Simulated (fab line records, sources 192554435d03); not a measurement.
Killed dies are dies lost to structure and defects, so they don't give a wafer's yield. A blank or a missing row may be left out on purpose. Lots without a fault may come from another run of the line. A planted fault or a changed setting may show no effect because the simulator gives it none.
Split-lot experiment | flow n5_finfet | 7 lots, 21 wafers read, on a route of 1938 steps

THE SPLIT
At N5_SD_EPI_N_PEB_07 (peb time 60 s), the setting peb_time_s was moved away from the recipe's 60 s on 9 of the 21 wafers read, by -20.5% to +6.9%. The other wafers ran this setting at the recipe's value.

FROM THE SPLIT TO THE READING: what the file shows between them, 1 step
- N5_SD_EPI_N_DEVELOP_08: develop time 30 s

THE READING
cd_nm, in nm, at N5_SD_EPI_N_CD_MEAS_09 (target cd 120 nm). Fault-free wafers of this fab line usually give 120.1 nm, standard deviation 0.61 nm.

wafer  | tool, chamber at the split | peb_time_s as run, s | against the recipe | cd_nm, nm | against lot-mates on the recipe
L080.2 | litho_track-04, 0          | 60                   | recipe             | 120.9     | -
L080.3 | litho_track-04, 0          | 52.23                | -13.0%             | 115.4     | -5.5
L080.4 | litho_track-04, 0          | 52.23                | -13.0%             | 114.5     | -6.4
L084.1 | litho_track-01, 0          | 51.53                | -14.1%             | 115.4     | -4.3
L084.3 | litho_track-01, 0          | 60                   | recipe             | 119.7     | -
L084.4 | litho_track-01, 0          | 51.53                | -14.1%             | 115.2     | -4.5
L091.2 | litho_track-05, 0          | 60                   | recipe             | 120.3     | -
L091.4 | litho_track-05, 0          | 60                   | recipe             | 120.9     | -
L091.6 | litho_track-05, 0          | 60                   | recipe             | 120.4     | -
L093.1 | litho_track-01, 0          | 60                   | recipe             | 119.7     | -
L093.3 | litho_track-01, 0          | 60                   | recipe             | 120.4     | -
L093.5 | litho_track-01, 0          | 64.15                | +6.9%              | 122.2     | +2.1
L095.1 | litho_track-04, 0          | 48.52                | -19.1%             | 113.2     | -6.1
L095.3 | litho_track-04, 0          | 48.52                | -19.1%             | 110.7     | -8.6
L095.6 | litho_track-04, 0          | 60                   | recipe             | 119.3     | -
L096.1 | litho_track-01, 0          | 60                   | recipe             | 119.3     | -
L096.2 | litho_track-01, 0          | 47.69                | -20.5%             | 111.7     | -7.6
L096.4 | litho_track-01, 0          | 47.69                | -20.5%             | 111.2     | -8.1
L097.1 | litho_track-01, 0          | 60                   | recipe             | 120.1     | -
L097.2 | litho_track-01, 0          | 60                   | recipe             | 120.3     | -
L097.3 | litho_track-01, 0          | 60                   | recipe             | 119.2     | -

THE FIT
A straight line over all 21 wafers: cd_nm changes by +0.399 nm for each +1% of peb_time_s; r = +0.98; the points scatter about the line by 0.74 nm.
The same after taking each lot's own level away (the mean of its wafers on the recipe; 21 wafers): +0.378 nm for each +1%; r = +0.98; scatter 0.69 nm.
On that fit, the largest move of peb_time_s shifts the reading by 7.7 nm.
The lots' own levels span 119.30 to 120.90 nm, that is 2.6 times the standard deviation above.
So the lot-to-lot level changes the slope little: the two slopes agree.
Check: with one of the wafers moved furthest among these (-20.5%) left out of the fit, the line predicts -7.85 nm for it against its lot-mates. It came out at -7.6 nm against them.

OTHER SPLITS ON THESE WAFERS
These wafers also went through other splits before the reading. Each is held against what the fit with the lots' levels taken away leaves over:
other split on the same wafers        | wafers away from the commonest value | r with cd_nm (lot level and that fit taken away)
N5_ZERO_LAYER_PECVD_02 time_s         | 6                                    | +0.07
N5_WELL_APT_PEB_06 peb_temp_c         | 9                                    | -0.30
N5_WELL_APT_DEVELOP_07 develop_time_s | 6                                    | +0.18
N5_FIN_SAQP_SPACER1_ALD_24 temp_c     | 8                                    | +0.20
N5_FIN_CUT_COAT_18 spin_rpm           | 7                                    | -0.28
N5_FIN_CUT_COAT_19 time_s             | 6                                    | +0.31
N5_DUMMY_GATE_DESCUM_20 time_s        | 5                                    | +0.29
N5_DUMMY_GATE_ETCH_32 time_s          | 7                                    | +0.20

THE WHOLE CHAIN: every reading that the file lists as answering this split, in the file's order
step                   | what it does                                           | reading                                                         | change (the file's fit)               | r (the file's)
N5_SD_EPI_N_CD_MEAS_09 | target cd 120 nm                                       | cd_nm                                                           | +0.379 nm for each +1% of the setting | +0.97
N5_SD_EPI_N_DESCUM_14  | chemistry O2, time 7.9 s                               | SD_EPI_N.cd_nm (the simulator's own value, which no gauge read) | +0.39 nm for each +1% of the setting  | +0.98
N5_SD_EPI_N_ETCH_34    | etches SiARC in CF4, target depth 45.5 nm, time 75.8 s | SD_EPI_N.cd_nm (the simulator's own value, which no gauge read) | +0.402 nm for each +1% of the setting | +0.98
N5_SD_EPI_N_ETCH_35    | etches SOC in N2/H2, overetch 108 nm, time 486 s       | SD_EPI_N.cd_nm (the simulator's own value, which no gauge read) | +0.433 nm for each +1% of the setting | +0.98

THE FILE'S OWN FIT
cd_nm changes by +0.379 nm for each +1% of peb_time_s, r = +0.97.
